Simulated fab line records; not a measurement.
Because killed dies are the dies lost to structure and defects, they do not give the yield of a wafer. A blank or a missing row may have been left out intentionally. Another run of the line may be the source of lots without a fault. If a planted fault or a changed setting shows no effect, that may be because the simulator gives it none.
fab line records || flow n5Finfet
record {"lots": 4, "wafers": 12, "lastDay": 16}
route steps=1938 shown FIN_SAQP@90 BEOL_M4@1111 PASSIVATION@1936
lots untouched by any fault: they come from a run of this same line in which no faults occurred
startH: hours from the record's first day to the start of the lot's first wafer shown || waitH: time in hours since the lot's previous step || " unchanged from the row above || L1.1+2: several wafers, shown together as one row || - no value present, or no start provided || * or withheld: withheld || < > ~ a bound
route shown NAME@n: names a module that has steps shown in the file, with the first one's number in the route || usual: mean/standard deviation of fault-free wafers || same: alike in all rows || chamber/n: place in a boat || sites: per-site readings || _std_site: standard deviation of those values || _edge_site: the outer-site mean with the inner-site mean subtracted || radiusMm: how far each site lies from the wafer's centre || mask NAME#n: copy n || behind: tool/chamber where the wafer was last shaped || hold: reason for holding the lot/hours on hold/outcome of the hold || device: the n, p or np transistor that did not switch || end of line: tests run on the same wafers once the route is complete || step lacking rows: just its recipe || killed: dies lost to structure and defects at the first sort, not the wafer's yield || map: a wafer's dies, marking killed ones x, the rest . and places with no die _
set.NAME: the setting as run; set.NAME@STEP: as run at that earlier step || model.NAME: the simulator's own value behind a step, which no gauge read
lots at selected steps of the route; one table per step, one row per wafer
services: a tool's chamber out of use, with start hour (startH, from the record's first day; less than 0 if before it), hours out, and reason
## steps
# step N5_FIN_SAQP_PRECLEAN_42
# recipe {"chemistry": "O3/DIW", "timeS": 60, "tempC": 22, "o3Ppm": 10}
# step N5_FIN_SAQP_PRECLEAN_00
# recipe {"chemistry": "SC1", "timeS": 60, "tempC": 55, "mix": "1:2:50"}
# step N5_FIN_SAQP_PRECLEAN_44
# recipe {"chemistry": "SC2", "timeS": 45, "tempC": 35, "mix": "1:1:50"}
# step N5_FIN_SAQP_SRD_01
# recipe {"dry": "ipaMarangoni", "timeS": 30, "tempC": 23, "rinseLiquid": "diw"}
# step N5_FIN_SAQP_ALD_61
# recipe {"material": "SiO2", "targetThkA": 40, "tempC": 300, "aldPrecursorFamily": "BDEAS", "aldCoReactant": "O2-plasma", "pulseTimeS": 1, "purgeTimeS": 2, "coReactantPurgeTimeS": 2, "aldCycles": 43, "pressureTorr": 2}
# step N5_FIN_SAQP_DENSIFY_62
# recipe {"tempC": 700, "timeS": 60, "ambient": "N2", "idleTempC": 600, "rampUpCPerS": 150, "rampDownCPerS": 60, "coolToC": 600}
# step N5_FIN_SAQP_HM_DEP_03
# recipe {"material": "SiNx", "targetThkA": 380, "tempC": 400, "precursor": "SiH4/NH3/N2", "pressureTorr": 1.5, "rfW": 300, "timeS": 33.6}
# step N5_FIN_SAQP_PECVD_47
# recipe {"material": "a-Si", "targetThkA": 450, "tempC": 400, "precursor": "SiH4/He", "pressureTorr": 3, "rfW": 100, "timeS": 36.3}
# step N5_FIN_SAQP_PECVD_48
# recipe {"material": "SiNx", "targetThkA": 250, "tempC": 400, "precursor": "SiH4/NH3/N2", "pressureTorr": 1.5, "rfW": 300, "timeS": 22.1}
# step N5_FIN_SAQP_PECVD_06
# recipe {"material": "a-Si", "targetThkA": 600, "tempC": 400, "precursor": "SiH4/He", "pressureTorr": 3, "rfW": 100, "timeS": 48.1}
# step N5_FIN_SAQP_HM_DEP_72
# recipe {"material": "SiO2", "targetThkA": 120, "tempC": 400, "precursor": "SiH4/N2O", "pressureTorr": 0.75, "rfW": 275, "timeS": 7.2}
# usual {"heaterPowerW": "765/110", "showerheadPlenumPTorr": "8.19/0.13"}
{"lot.wafer": "L246.1", "tool": "pecvd-04", "chamber": 2, "startH": 63.34, "waitH": 0.0, "heaterPowerW": 909, "showerheadPlenumPTorr": 8.13, "model.SiO2_of_FIN_SAQP_HM_DEP_72.thkNm": 11.69}
{"lot.wafer": "L246.4", "tool": "pecvd-04", "chamber": 0, "startH": 63.34, "waitH": 0.0, "heaterPowerW": 675, "showerheadPlenumPTorr": 8.13, "model.SiO2_of_FIN_SAQP_HM_DEP_72.thkNm": 11.88}
{"lot.wafer": "L246.6", "tool": "pecvd-04", "chamber": 2, "startH": 63.34, "waitH": 0.0, "heaterPowerW": 892, "showerheadPlenumPTorr": 8.11, "model.SiO2_of_FIN_SAQP_HM_DEP_72.thkNm": 11.85}
{"lot.wafer": "L251.2", "tool": "pecvd-03", "chamber": 2, "startH": 95.14, "waitH": 0.0, "heaterPowerW": 599, "showerheadPlenumPTorr": 8.24, "model.SiO2_of_FIN_SAQP_HM_DEP_72.thkNm": 11.9}
{"lot.wafer": "L251.4", "tool": "pecvd-03", "chamber": 2, "startH": 95.14, "waitH": 0.0, "heaterPowerW": 580, "showerheadPlenumPTorr": 8.26, "model.SiO2_of_FIN_SAQP_HM_DEP_72.thkNm": 12.1}
{"lot.wafer": "L251.5", "tool": "pecvd-03", "chamber": 1, "startH": 95.14, "waitH": 0.0, "heaterPowerW": 863, "showerheadPlenumPTorr": 8.16, "model.SiO2_of_FIN_SAQP_HM_DEP_72.thkNm": 12.26}
{"lot.wafer": "L252.2", "tool": "pecvd-04", "chamber": 0, "startH": 100.28, "waitH": 0.0, "heaterPowerW": 711, "showerheadPlenumPTorr": 8.13, "model.SiO2_of_FIN_SAQP_HM_DEP_72.thkNm": 11.73}
{"lot.wafer": "L252.4", "tool": "pecvd-04", "chamber": 2, "startH": 100.28, "waitH": 0.0, "heaterPowerW": 768, "showerheadPlenumPTorr": 8.14, "model.SiO2_of_FIN_SAQP_HM_DEP_72.thkNm": 12.09}
{"lot.wafer": "L252.5", "tool": "pecvd-04", "chamber": 1, "startH": 100.28, "waitH": 0.0, "heaterPowerW": 611, "showerheadPlenumPTorr": 8.46, "model.SiO2_of_FIN_SAQP_HM_DEP_72.thkNm": 12.08}
{"lot.wafer": "L253.1", "tool": "pecvd-04", "chamber": 1, "startH": 107.10, "waitH": 0.0, "heaterPowerW": 694, "showerheadPlenumPTorr": 8.44, "model.SiO2_of_FIN_SAQP_HM_DEP_72.thkNm": 11.82}
{"lot.wafer": "L253.4", "tool": "pecvd-04", "chamber": 2, "startH": 107.10, "waitH": 0.0, "heaterPowerW": 885, "showerheadPlenumPTorr": 8.12, "model.SiO2_of_FIN_SAQP_HM_DEP_72.thkNm": 12.41}
{"lot.wafer": "L253.6", "tool": "pecvd-04", "chamber": 0, "startH": 107.10, "waitH": 0.0, "heaterPowerW": 736, "showerheadPlenumPTorr": 8.11, "model.SiO2_of_FIN_SAQP_HM_DEP_72.thkNm": 11.8}
# step N5_FIN_SAQP_COAT_49
# recipe {"resist": "SOC", "tempC": 250, "timeS": 60, "spinRpm": 1500, "resistThkNm": 100}
# step N5_FIN_SAQP_COAT_50
# recipe {"resist": "SiARC", "tempC": 220, "timeS": 60, "spinRpm": 1500, "resistThkNm": 35}
# step N5_FIN_SAQP_COAT_10
# recipe {"resist": "CAR-ArF", "spinRpm": 1500, "resistThkNm": 90}
# step N5_FIN_SAQP_EBR_12
# recipe {"solvent": "PGMEA", "ebrWidthMm": 1.5}
# step N5_FIN_SAQP_SOFTBAKE_11
# recipe {"tempC": 110, "timeS": 60, "resist": "CAR-ArF"}
# step N5_FIN_SAQP_EXPOSE_13
# recipe {"maskId": "FIN_CORE", "na": 1.35, "sourceShape": "dipole", "sigmaInner": 0.538, "sigmaOuter": 0.738, "polarization": "te", "targetCdNm": 35.6, "doseMj": 63.25}
# step N5_FIN_SAQP_PEB_14
# recipe {"pebTempC": "withheld", "pebTimeS": 60, "resist": "CAR-ArF"}
# step N5_FIN_SAQP_DEVELOP_15
# recipe {"developTimeS": 30, "developer": "TMAH", "resist": "CAR-ArF", "devTempC": 23, "rinseLiquid": "diw", "dry": "airSpin"}
# step N5_FIN_SAQP_DESCUM_21
# recipe {"chemistry": "O2", "timeS": 7.9, "sourcePowerW": 50, "biasPowerW": 20, "pressureMtorr": 20, "rfFrequencyHz": 2.712e+07, "tempC": 40, "resist": "CAR-ArF", "o2FlowSccm": 225}
# step N5_FIN_SAQP_ETCH_51
# recipe {"chemistry": "CF4", "target": "SiARC", "targetDepthA": 455, "maskMaterial": "CAR-ArF", "timeS": 75.8, "ionEnergyEv": 80, "pressureMtorr": 40, "sourceW": 545, "biasW": 36, "Ar_flow_sccm": 100, "cf4FlowSccm": 100, "ends": "cleared"}
# step N5_FIN_SAQP_ETCH_52
# recipe {"chemistry": "N2/H2", "target": "SOC", "targetDepthA": 1000, "overetchA": 200, "maskMaterial": "SiARC", "tempC": 40, "timeS": 150, "ionEnergyEv": 200, "pressureMtorr": 30, "sourceW": 840, "biasW": 150, "n2FlowSccm": 200, "h2FlowSccm": 200, "ends": "endPoint"}
# step N5_FIN_SAQP_STRIP_53
# recipe {"chemistry": "N2/H2", "tempC": 40, "n2FlowSccm": 200, "h2FlowSccm": 200, "rfFrequencyHz": 6e+07}
# step N5_FIN_SAQP_HM_OPEN_73
# recipe {"chemistry": "CHF3/O2", "target": "SiO2", "stopOn": "a-Si", "targetDepthA": 120, "overEtchFrac": 1.8, "maskMaterial": "SOC", "timeS": 16.8, "pressureMtorr": 30, "sourceW": 650, "biasW": 170, "Ar_flow_sccm": 200, "CHF3_flow_sccm": 50, "O2_flow_sccm": 5, "ionEnergyEv": 200, "ends": "endPoint"}
# usual {"drypumpMotorCurrentA": "5.6/0.54", "oesProductAu": "0.49/0.039", "rfVppV": "525/13", "showerheadPlenumPTorr": "2.46/0.085", "throttleValvePct": "18.91/0.19"}
# same {"overEtchFrac": 1.8}
{"lot.wafer": "L246.1", "tool": "rieDiel-03", "chamber": 2, "startH": 63.96, "waitH": 0.0, "drypumpMotorCurrentA": 5.3, "oesProductAu": 0.50, "rfHoursCounterH": 62, "rfVppV": 542, "showerheadPlenumPTorr": 2.46, "throttleValvePct": 19.15, "model.etch.depthNm": 11.69}
{"lot.wafer": "L246.4", "tool": "rieDiel-03", "chamber": 3, "startH": 63.96, "waitH": 0.0, "drypumpMotorCurrentA": 6.3, "oesProductAu": 0.43, "rfHoursCounterH": "-", "rfVppV": 505, "showerheadPlenumPTorr": 2.32, "throttleValvePct": 19.11, "model.etch.depthNm": 11.88}
{"lot.wafer": "L246.6", "tool": "rieDiel-03", "chamber": 0, "startH": 63.96, "waitH": 0.0, "drypumpMotorCurrentA": 5.7, "oesProductAu": 0.48, "rfHoursCounterH": "-", "rfVppV": 524, "showerheadPlenumPTorr": 2.52, "throttleValvePct": 18.73, "model.etch.depthNm": 11.85}
{"lot.wafer": "L251.2", "tool": "rieDiel-03", "chamber": 3, "startH": 96.32, "waitH": 0.0, "drypumpMotorCurrentA": 6.3, "oesProductAu": 0.43, "rfHoursCounterH": 199, "rfVppV": 503, "showerheadPlenumPTorr": 2.32, "throttleValvePct": 19.14, "model.etch.depthNm": 11.9}
{"lot.wafer": "L251.4", "tool": "rieDiel-03", "chamber": 0, "startH": 96.32, "waitH": 0.0, "drypumpMotorCurrentA": 5.7, "oesProductAu": 0.47, "rfHoursCounterH": "-", "rfVppV": 523, "showerheadPlenumPTorr": 2.51, "throttleValvePct": 18.75, "model.etch.depthNm": 12.1}
{"lot.wafer": "L251.5", "tool": "rieDiel-03", "chamber": 2, "startH": 96.32, "waitH": 0.0, "drypumpMotorCurrentA": 5.3, "oesProductAu": 0.49, "rfHoursCounterH": "-", "rfVppV": 541, "showerheadPlenumPTorr": 2.45, "throttleValvePct": 19.17, "model.etch.depthNm": 12.26}
{"lot.wafer": "L252.2", "tool": "rieDiel-03", "chamber": 2, "startH": 102.80, "waitH": 0.0, "drypumpMotorCurrentA": 5.3, "oesProductAu": 0.48, "rfHoursCounterH": 85, "rfVppV": 541, "showerheadPlenumPTorr": 2.45, "throttleValvePct": 19.17, "model.etch.depthNm": 11.73}
{"lot.wafer": "L252.4", "tool": "rieDiel-03", "chamber": 2, "startH": 102.80, "waitH": 0.0, "drypumpMotorCurrentA": 5.3, "oesProductAu": 0.48, "rfHoursCounterH": "-", "rfVppV": 539, "showerheadPlenumPTorr": 2.45, "throttleValvePct": 19.16, "model.etch.depthNm": 12.09}
{"lot.wafer": "L252.5", "tool": "rieDiel-03", "chamber": 0, "startH": 102.80, "waitH": 0.0, "drypumpMotorCurrentA": 5.7, "oesProductAu": 0.47, "rfHoursCounterH": "-", "rfVppV": 525, "showerheadPlenumPTorr": 2.51, "throttleValvePct": 18.75, "model.etch.depthNm": 12.08}
{"lot.wafer": "L253.1", "tool": "rieDiel-01", "chamber": 2, "startH": 107.72, "waitH": 0.0, "drypumpMotorCurrentA": 5.0, "oesProductAu": 0.44, "rfHoursCounterH": 153, "rfVppV": 532, "showerheadPlenumPTorr": 2.51, "throttleValvePct": 19.09, "model.etch.depthNm": 11.82}
{"lot.wafer": "L253.4", "tool": "rieDiel-01", "chamber": 0, "startH": 107.72, "waitH": 0.0, "drypumpMotorCurrentA": 6.3, "oesProductAu": 0.50, "rfHoursCounterH": "-", "rfVppV": 534, "showerheadPlenumPTorr": 2.44, "throttleValvePct": 18.64, "model.etch.depthNm": 12.41}
{"lot.wafer": "L253.6", "tool": "rieDiel-01", "chamber": 2, "startH": 107.72, "waitH": 0.0, "drypumpMotorCurrentA": 5.0, "oesProductAu": 0.44, "rfHoursCounterH": "-", "rfVppV": 529, "showerheadPlenumPTorr": 2.51, "throttleValvePct": 19.06, "model.etch.depthNm": 11.8}
# step N5_FIN_SAQP_STRIP_74
# recipe {"chemistry": "CHF3/O2", "resist": "SiARC", "rfFrequencyHz": 6e+07}
# step N5_BEOL_M4_RC_MEAS_101
# usual {"DIBL_N": "37.1/1.8", "DIBL_P": "37.2/2.1", "IOFF_N": "0.17/0.033", "IOFF_P": "0.22/0.037", "ION_N": "680/11", "ION_P": "464/7.7", "SS_N": "71.7/0.63", "SS_P": "73.6/0.67", "VT_N": "248.9/2.9", "VT_P": "-251/3.6"}
{"lot.wafer": "L246.1", "tool": "prober-01", "chamber": 0, "startH": 216.01, "waitH": 0.0, "DIBL_N[mV/V]": 35.3, "DIBL_P[mV/V]": 34.7, "IOFF_N[nA/um]": 0.16, "IOFF_P[nA/um]": 0.22, "ION_N[uA/um]": 682, "ION_P[uA/um]": 468, "SS_N[mV/dec]": 71.4, "SS_P[mV/dec]": 73.0, "VT_N[mV]": 250.5, "VT_P[mV]": -249}
{"lot.wafer": "L246.4", "tool": "prober-01", "chamber": 0, "startH": 216.01, "waitH": 0.0, "DIBL_N[mV/V]": 39.0, "DIBL_P[mV/V]": 38.8, "IOFF_N[nA/um]": 0.22, "IOFF_P[nA/um]": 0.30, "ION_N[uA/um]": 685, "ION_P[uA/um]": 474, "SS_N[mV/dec]": 72.1, "SS_P[mV/dec]": 73.9, "VT_N[mV]": 245.0, "VT_P[mV]": -244}
{"lot.wafer": "L246.6", "tool": "prober-01", "chamber": 0, "startH": 216.01, "waitH": 0.0, "DIBL_N[mV/V]": 38.1, "DIBL_P[mV/V]": 38.2, "IOFF_N[nA/um]": 0.21, "IOFF_P[nA/um]": 0.30, "ION_N[uA/um]": 687, "ION_P[uA/um]": 480, "SS_N[mV/dec]": 72.9, "SS_P[mV/dec]": 73.6, "VT_N[mV]": 245.6, "VT_P[mV]": -244}
{"lot.wafer": "L251.2", "tool": "prober-02", "chamber": 0, "startH": 259.23, "waitH": 0.2, "DIBL_N[mV/V]": 38.6, "DIBL_P[mV/V]": 41.3, "IOFF_N[nA/um]": 0.21, "IOFF_P[nA/um]": 0.25, "ION_N[uA/um]": 690, "ION_P[uA/um]": 462, "SS_N[mV/dec]": 71.7, "SS_P[mV/dec]": 74.6, "VT_N[mV]": 246.1, "VT_P[mV]": -252}
{"lot.wafer": "L251.4", "tool": "prober-02", "chamber": 0, "startH": 259.23, "waitH": 0.2, "DIBL_N[mV/V]": 37.9, "DIBL_P[mV/V]": 39.6, "IOFF_N[nA/um]": 0.18, "IOFF_P[nA/um]": 0.22, "ION_N[uA/um]": 678, "ION_P[uA/um]": 457, "SS_N[mV/dec]": 72.2, "SS_P[mV/dec]": 73.5, "VT_N[mV]": 247.0, "VT_P[mV]": -250}
{"lot.wafer": "L251.5", "tool": "prober-02", "chamber": 0, "startH": 259.23, "waitH": 0.2, "DIBL_N[mV/V]": 40.2, "DIBL_P[mV/V]": 42.5, "IOFF_N[nA/um]": 0.24, "IOFF_P[nA/um]": 0.28, "ION_N[uA/um]": 683, "ION_P[uA/um]": 461, "SS_N[mV/dec]": 72.6, "SS_P[mV/dec]": 74.7, "VT_N[mV]": 246.3, "VT_P[mV]": -248}
{"lot.wafer": "L253.1", "tool": "prober-02", "chamber": 0, "startH": 274.65, "waitH": 0.0, "DIBL_N[mV/V]": 40.2, "DIBL_P[mV/V]": 40.4, "IOFF_N[nA/um]": 0.21, "IOFF_P[nA/um]": 0.23, "ION_N[uA/um]": 690, "ION_P[uA/um]": 460, "SS_N[mV/dec]": 71.8, "SS_P[mV/dec]": 73.6, "VT_N[mV]": 246.8, "VT_P[mV]": -253}
{"lot.wafer": "L253.4", "tool": "prober-02", "chamber": 0, "startH": 274.65, "waitH": 0.0, "DIBL_N[mV/V]": 38.7, "DIBL_P[mV/V]": 38.6, "IOFF_N[nA/um]": 0.18, "IOFF_P[nA/um]": 0.19, "ION_N[uA/um]": 680, "ION_P[uA/um]": 451, "SS_N[mV/dec]": 71.3, "SS_P[mV/dec]": 73.5, "VT_N[mV]": 247.9, "VT_P[mV]": -253}
{"lot.wafer": "L253.6", "tool": "prober-02", "chamber": 0, "startH": 274.65, "waitH": 0.0, "DIBL_N[mV/V]": 38.9, "DIBL_P[mV/V]": 38.6, "IOFF_N[nA/um]": 0.17, "IOFF_P[nA/um]": 0.19, "ION_N[uA/um]": 682, "ION_P[uA/um]": 465, "SS_N[mV/dec]": 71.5, "SS_P[mV/dec]": 73.8, "VT_N[mV]": 249.3, "VT_P[mV]": -255}
{"lot.wafer": "L252.2", "tool": "prober-02", "chamber": 0, "startH": 283.78, "waitH": 0.2, "DIBL_N[mV/V]": 38.0, "DIBL_P[mV/V]": 37.7, "IOFF_N[nA/um]": 0.16, "IOFF_P[nA/um]": 0.22, "ION_N[uA/um]": 670, "ION_P[uA/um]": 459, "SS_N[mV/dec]": 71.0, "SS_P[mV/dec]": 74.2, "VT_N[mV]": 251.2, "VT_P[mV]": -252}
{"lot.wafer": "L252.4", "tool": "prober-02", "chamber": 0, "startH": 283.78, "waitH": 0.2, "DIBL_N[mV/V]": 32.7, "DIBL_P[mV/V]": 31.5, "IOFF_N[nA/um]": 0.09, "IOFF_P[nA/um]": 0.14, "ION_N[uA/um]": 676, "ION_P[uA/um]": 462, "SS_N[mV/dec]": 69.8, "SS_P[mV/dec]": 71.9, "VT_N[mV]": 257.7, "VT_P[mV]": -256}
{"lot.wafer": "L252.5", "tool": "prober-02", "chamber": 0, "startH": 283.78, "waitH": 0.2, "DIBL_N[mV/V]": 36.9, "DIBL_P[mV/V]": 36.3, "IOFF_N[nA/um]": 0.15, "IOFF_P[nA/um]": 0.20, "ION_N[uA/um]": 698, "ION_P[uA/um]": 474, "SS_N[mV/dec]": 71.0, "SS_P[mV/dec]": 72.8, "VT_N[mV]": 252.1, "VT_P[mV]": -252}
# step N5_PASSIVATION_PROBE_49
# usual {"defectLimitedYield": "91.7/1.5", "killed_at_M0_to_M3": "32/10", "killed_at_M4_up": "14/5.3", "killedAtContacts": "13/5.7", "killedAtFrontEnd": "37/10", "killedAtOther": "3.3/2.5", "killedDies": "98/18", "killedOnRim": "13/3.6", "killedOpen": "65/13", "killedShort": "31/7.5", "sort_bin_4_leakage": "0.00/0.0099", "sort_bin_5_function": "4.9/0.91", "sort_bin_6_memory": "3.1/0.71", "sortNPass": "1082/18", "sortYieldPct": "91.7/1.5"}
# same {"grossDies": 1180, "killedAtBackSide": 0, "sort_bin_8_speed[%]": 0}
{"lot.wafer": "L246.1", "tool": "prober-02", "chamber": "-", "startH": 331.59, "waitH": 0.0, "defectLimitedYield[%]": 92.0, "killed_at_M0_to_M3": 49, "killed_at_M4_up": 7, "killedAtContacts": 14, "killedAtFrontEnd": 22, "killedAtOther": 2, "killedDies": 94, "killedOnRim": 11, "killedOpen": 58, "killedShort": 36, "sort_bin_4_leakage[%]": 0, "sort_bin_5_function[%]": 4.4, "sort_bin_6_memory[%]": 3.1, "sortNPass": 1086, "sortYieldPct[%]": 92.0}
{"lot.wafer": "L246.4", "tool": "prober-02", "chamber": "-", "startH": 331.74, "waitH": 0.2, "defectLimitedYield[%]": 91.4, "killed_at_M0_to_M3": 39, "killed_at_M4_up": 12, "killedAtContacts": 15, "killedAtFrontEnd": 35, "killedAtOther": 1, "killedDies": 102, "killedOnRim": 15, "killedOpen": 69, "killedShort": 29, "sort_bin_4_leakage[%]": 0, "sort_bin_5_function[%]": 5.7, "sort_bin_6_memory[%]": 2.6, "sortNPass": 1078, "sortYieldPct[%]": 91.4}
{"lot.wafer": "L246.6", "tool": "prober-02", "chamber": "-", "startH": 331.84, "waitH": 0.3, "defectLimitedYield[%]": 90.7, "killed_at_M0_to_M3": 47, "killed_at_M4_up": 18, "killedAtContacts": 8, "killedAtFrontEnd": 33, "killedAtOther": 4, "killedDies": 110, "killedOnRim": 23, "killedOpen": 71, "killedShort": 31, "sort_bin_4_leakage[%]": 0, "sort_bin_5_function[%]": 4.8, "sort_bin_6_memory[%]": 3.4, "sortNPass": 1070, "sortYieldPct[%]": 90.7}
{"lot.wafer": "L251.5", "tool": "prober-02", "chamber": "-", "startH": 360.68, "waitH": 0.2, "defectLimitedYield[%]": 90.7, "killed_at_M0_to_M3": 41, "killed_at_M4_up": 15, "killedAtContacts": 16, "killedAtFrontEnd": 35, "killedAtOther": 3, "killedDies": 110, "killedOnRim": 13, "killedOpen": 72, "killedShort": 35, "sort_bin_4_leakage[%]": 0.08, "sort_bin_5_function[%]": 5.5, "sort_bin_6_memory[%]": 3.5, "sortNPass": 1069, "sortYieldPct[%]": 90.6}
{"lot.wafer": "L252.2", "tool": "prober-02", "chamber": "-", "startH": 377.32, "waitH": 0.1, "defectLimitedYield[%]": 93.3, "killed_at_M0_to_M3": 27, "killed_at_M4_up": 7, "killedAtContacts": 10, "killedAtFrontEnd": 35, "killedAtOther": 0, "killedDies": 79, "killedOnRim": 7, "killedOpen": 50, "killedShort": 24, "sort_bin_4_leakage[%]": 0, "sort_bin_5_function[%]": 4.1, "sort_bin_6_memory[%]": 2.2, "sortNPass": 1101, "sortYieldPct[%]": 93.3}
{"lot.wafer": "L252.4", "tool": "prober-02", "chamber": "-", "startH": 377.42, "waitH": 0.2, "defectLimitedYield[%]": 90.8, "killed_at_M0_to_M3": 35, "killed_at_M4_up": 8, "killedAtContacts": 7, "killedAtFrontEnd": 58, "killedAtOther": 1, "killedDies": 109, "killedOnRim": 12, "killedOpen": 78, "killedShort": 31, "sort_bin_4_leakage[%]": 0, "sort_bin_5_function[%]": 5.1, "sort_bin_6_memory[%]": 3.7, "sortNPass": 1071, "sortYieldPct[%]": 90.8}
{"lot.wafer": "L252.5", "tool": "prober-02", "chamber": "-", "startH": 377.47, "waitH": 0.2, "defectLimitedYield[%]": 90.8, "killed_at_M0_to_M3": 32, "killed_at_M4_up": 10, "killedAtContacts": 12, "killedAtFrontEnd": 48, "killedAtOther": 6, "killedDies": 108, "killedOnRim": 11, "killedOpen": 72, "killedShort": 36, "sort_bin_4_leakage[%]": 0, "sort_bin_5_function[%]": 5.3, "sort_bin_6_memory[%]": 3.5, "sortNPass": 1072, "sortYieldPct[%]": 90.8}
{"lot.wafer": "L253.1", "tool": "prober-01", "chamber": "-", "startH": 382.30, "waitH": 0.0, "defectLimitedYield[%]": 91.0, "killed_at_M0_to_M3": 43, "killed_at_M4_up": 15, "killedAtContacts": 7, "killedAtFrontEnd": 35, "killedAtOther": 6, "killedDies": 106, "killedOnRim": 13, "killedOpen": 72, "killedShort": 33, "sort_bin_4_leakage[%]": 0, "sort_bin_5_function[%]": 5.5, "sort_bin_6_memory[%]": 3.1, "sortNPass": 1074, "sortYieldPct[%]": 91.0}
{"lot.wafer": "L253.4", "tool": "prober-01", "chamber": "-", "startH": 382.45, "waitH": 0.2, "defectLimitedYield[%]": 91.6, "killed_at_M0_to_M3": 38, "killed_at_M4_up": 6, "killedAtContacts": 12, "killedAtFrontEnd": 37, "killedAtOther": 6, "killedDies": 99, "killedOnRim": 17, "killedOpen": 68, "killedShort": 30, "sort_bin_4_leakage[%]": 0, "sort_bin_5_function[%]": 4.9, "sort_bin_6_memory[%]": 3.1, "sortNPass": 1081, "sortYieldPct[%]": 91.6}
{"lot.wafer": "L253.6", "tool": "prober-01", "chamber": "-", "startH": 382.55, "waitH": 0.3, "defectLimitedYield[%]": 89.4, "killed_at_M0_to_M3": 47, "killed_at_M4_up": 9, "killedAtContacts": 9, "killedAtFrontEnd": 58, "killedAtOther": 2, "killedDies": 125, "killedOnRim": 14, "killedOpen": 79, "killedShort": 38, "sort_bin_4_leakage[%]": 0, "sort_bin_5_function[%]": 6.4, "sort_bin_6_memory[%]": 3.2, "sortNPass": 1055, "sortYieldPct[%]": 89.4}
# killed by level:class
L246.1 BEOL_M3:geometricParticle:open=15 MOL_CONTACT_COAG:geometricParticle:open=9 BEOL_M1:geometricParticle:open=8 BEOL_M2:geometricParticle:short=7 STI_FIN_REVEAL:geometricParticle:open=6 BEOL_M0_SAQP:geometricParticle:short=6 MOL_CONTACT_COAG:geometricParticle:short=5 BEOL_M1:geometricParticle:short=4
L246.4 BEOL_M0_SAQP:geometricParticle:open=13 STI_FIN_REVEAL:geometricParticle:open=12 MOL_CONTACT_COAG:geometricParticle:open=12 BEOL_M3:geometricParticle:open=9 BEOL_M0_SAQP:geometricParticle:short=8 BEOL_M4:geometricParticle:open=5 GATE_CUT:geometricParticle:open=4 FIN_SAQP:geometricParticle:open=3
L246.6 BEOL_M0_SAQP:geometricParticle:short=10 BEOL_M0_SAQP:geometricParticle:open=10 STI_FIN_REVEAL:geometricParticle:open=7 MOL_CONTACT_COAG:geometricParticle:open=7 HKMG_FIN:areaEtch=7 BEOL_M3:geometricParticle:open=6 DUMMY_GATE:geometricParticle:open=6 BEOL_M1:geometricParticle:open=6
L251.5 FIN_SAQP:geometricParticle:open=16 MOL_CONTACT_COAG:geometricParticle:open=14 FIN_SAQP:geometricParticle:short=11 BEOL_M0:geometricParticle:open=10 BEOL_M0_SAQP:geometricParticle:open=10 BEOL_M0_SAQP:geometricParticle:short=9 BEOL_M1:geometricParticle:open=5 BEOL_M4:geometricParticle:open=5
L252.2 BEOL_M2:geometricParticle:open=9 MOL_CONTACT_COAG:geometricParticle:open=8 FIN_SAQP:geometricParticle:short=6 FIN_SAQP:geometricParticle:open=5 DUMMY_GATE:geometricParticle:open=5 DUMMY_GATE:geometricParticle:short=5 ILD0:geometricParticle:open=3 BEOL_M0_SAQP:geometricParticle:open=3
L252.4 FIN_SAQP:geometricParticle:open=18 STI_FIN_REVEAL:geometricParticle:open=12 FIN_SAQP:geometricParticle:short=9 BEOL_M0_SAQP:geometricParticle:open=9 MOL_CONTACT_COAG:geometricParticle:open=7 BEOL_M3:geometricParticle:open=6 STI_FIN_REVEAL:geometricParticle:short=6 BEOL_M2:geometricParticle:open=6
L252.5 FIN_SAQP:geometricParticle:short=17 FIN_SAQP:geometricParticle:open=12 MOL_CONTACT_COAG:geometricParticle:open=12 BEOL_M2:geometricParticle:open=7 BEOL_M3:geometricParticle:open=7 BEOL_M0_SAQP:geometricParticle:short=6 BEOL_M4:geometricParticle:open=5 DUMMY_GATE:geometricParticle:open=4
L253.1 FIN_SAQP:geometricParticle:open=10 BEOL_M1:geometricParticle:open=10 BEOL_M3:geometricParticle:open=10 BEOL_M0_SAQP:geometricParticle:open=7 BEOL_M4:geometricParticle:open=6 DUMMY_GATE:geometricParticle:open=5 BEOL_M1:geometricParticle:short=5 MOL_CONTACT_COAG:geometricParticle:open=4
L253.4 STI_FIN_REVEAL:geometricParticle:open=14 MOL_CONTACT_COAG:geometricParticle:open=8 BEOL_M3:geometricParticle:open=7 BEOL_M0_SAQP:geometricParticle:open=6 FIN_SAQP:geometricParticle:open=5 BEOL_M0_SAQP:geometricParticle:short=5 BEOL_M1:geometricParticle:open=5 DUMMY_GATE:geometricParticle:open=4
L253.6 STI_FIN_REVEAL:geometricParticle:open=14 DUMMY_GATE:geometricParticle:open=11 BEOL_M0_SAQP:geometricParticle:short=10 FIN_SAQP:geometricParticle:open=7 BEOL_M2:geometricParticle:open=7 BEOL_M0_SAQP:geometricParticle:open=7 FIN_SAQP:geometricParticle:short=6 MOL_CONTACT_COAG:geometricParticle:open=6
## services
{"tool": "pecvd-03", "chamber": "-", "startH": 39.57, "hours": 28.1, "kind": "pm"}
{"tool": "rieDiel-03", "chamber": 0, "startH": 45.39, "hours": 4.0, "kind": "repair"}
{"tool": "pecvd-03", "chamber": "-", "startH": 71.74, "hours": 2.3, "kind": "repair"}
{"tool": "rieDiel-01", "chamber": "-", "startH": 73.72, "hours": 1.2, "kind": "repair"}
{"tool": "rieDiel-01", "chamber": 1, "startH": 77.18, "hours": 4.7, "kind": "repair"}
{"tool": "rieDiel-01", "chamber": 3, "startH": 100.79, "hours": 8.7, "kind": "repair"}
{"tool": "pecvd-03", "chamber": "-", "startH": 105.69, "hours": 0.8, "kind": "pm"}
## key
firstSign none at tools or gauges
modelEffect {"step": "N5_FIN_SAQP_HM_DEP_72", "value": "SiO2_of_FIN_SAQP_HM_DEP_72.thkNm", "without": 11.85, "struck": 12.25}
modelEffect {"step": "N5_FIN_SAQP_HM_OPEN_73", "value": "etch.depthNm", "without": 11.85, "struck": 12.25}
metAt N5_FIN_SAQP_HM_DEP_72
struckWafers L252.4,L253.4
onsetBetween 63.34 100.28
fault {"kind": "processParameterDrift", "tool": "pecvd-04", "chamber": 2, "onsetH": 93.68, "steps": "N5_FIN_SAQP_HM_DEP_72", "channel": "timeS", "offset": "*", "shape": "step", "endH": 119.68, "actsIn": "*", "stated": "*"}
